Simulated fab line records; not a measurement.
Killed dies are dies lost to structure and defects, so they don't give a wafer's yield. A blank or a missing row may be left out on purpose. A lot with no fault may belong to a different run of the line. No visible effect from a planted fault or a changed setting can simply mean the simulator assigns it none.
Code-filled problem report in 8D (eight disciplines) form || flow n5 finfet || the parts of the form that need people (team, actions taken, sign-off) are left out

1. PROBLEM STATEMENT
At N5_BEOL_M5_COAT_05, spin speed rpm averages 1386.0 rpm over 6 wafers from 2 lots, while fault-free wafers read 1499.8 rpm, standard deviation 1.1. So: -99 or more standard deviations from the usual mean.
The step: resist thk 30 nm.
The first sign was on wafer L940.1 at day 13 03:51, on litho track-04. The record has a number at this step for 18 wafers belonging to 6 lots. By rule, "out" or "out of limits" means more than 4 standard deviations away from the usual mean. The rest of the wafers with a number are treated as sound.

2. WHAT IT IS, AND WHAT IT ISN'T
{"question": "which readings at this step", "is": "spin speed rpm", "is not": "-"}
{"question": "which lots", "is": "L940, L942", "is not": "L924, L926, L932, L935"}
{"question": "which wafers of those lots", "is": "all that have a number", "is not": "-"}
{"question": "read on which tools", "is": "litho track-04", "is not": "litho track-01, litho track-05"}
{"question": "when", "is": "from day 13 03:51", "is not": "up to then (12 sound wafers)"}

3. THE SUSPECTS, EACH WITH WHAT RULES IT OUT
Counting: a tool at any process step up to the reading remains a suspect when it ran all the lots that are out and ran no sound lot after the first of those.
- pecvd-02 at N5_BEOL_M5_PECVD_70 (deposits SiO2 from TEOS/O2, target thk 16 nm, time 18 s): kept. It ran every lot that is out, first L940 (day 13 00:11), and no sound lot after that; its last sound lot up to then is L935 (day 11 11:41).
- pvd sputter-01 at N5_BEOL_M5_HM_DEP_02 (deposits TiN, target thk 20 nm): kept. It ran every lot that is out, first L940 (day 13 03:43), and no sound lot after that.
- litho track-04 at N5_BEOL_M5_COAT_05 (resist thk 30 nm): kept. It ran every lot that is out, first L940 (day 13 03:51), and no sound lot after that; its last sound lot up to then is L926 (day 9 13:07). Its own spin speed rpm readings are out on those wafers.
The count leaves pecvd-02 at N5_BEOL_M5_PECVD_70, pvd sputter-01 at N5_BEOL_M5_HM_DEP_02, and litho track-04 at N5_BEOL_M5_COAT_05.

4. THE CAUSE (what the simulator had put in)
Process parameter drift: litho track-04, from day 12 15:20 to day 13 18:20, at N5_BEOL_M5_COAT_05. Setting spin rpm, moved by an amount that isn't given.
After counting, 3 suspects remain, this tool included.

5. SEQUENCE OF EFFECTS, ordered by route
Each row: a reading where the mean over the struck wafers with a number is more than 3 standard deviations away from the usual. Only readings for which the record gives a usual standard deviation are gone through. hours: the time from each lot's start at the first step in this table that gives one to its start at this step, as a median over the lots. sigmas: the change in usual standard deviations.
{"hours": 0, "step": "N5_BEOL_M5_COAT_05", "reading": "spin speed rpm", "usual": "1499.8 rpm", "on struck wafers": 1386.0, "change": -113.8, "sigmas": "-99 or more"}
Its process steps:
- N5_BEOL_M5_COAT_05: resist thk 30 nm.
Later measuring or inspecting steps at which every struck wafer that the step has a row for has a number for every such reading, and none has moved that far: N5_BEOL_M5_CD_MEAS_11, N5_BEOL_M5_OVL_MEAS_12, N5_BEOL_M5_INSPECT_13.

6. WHAT WOULD HAVE CAUGHT IT SOONER
In this record the first reading out of limits was taken at day 13 03:51, 13 hours after the fault began at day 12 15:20.
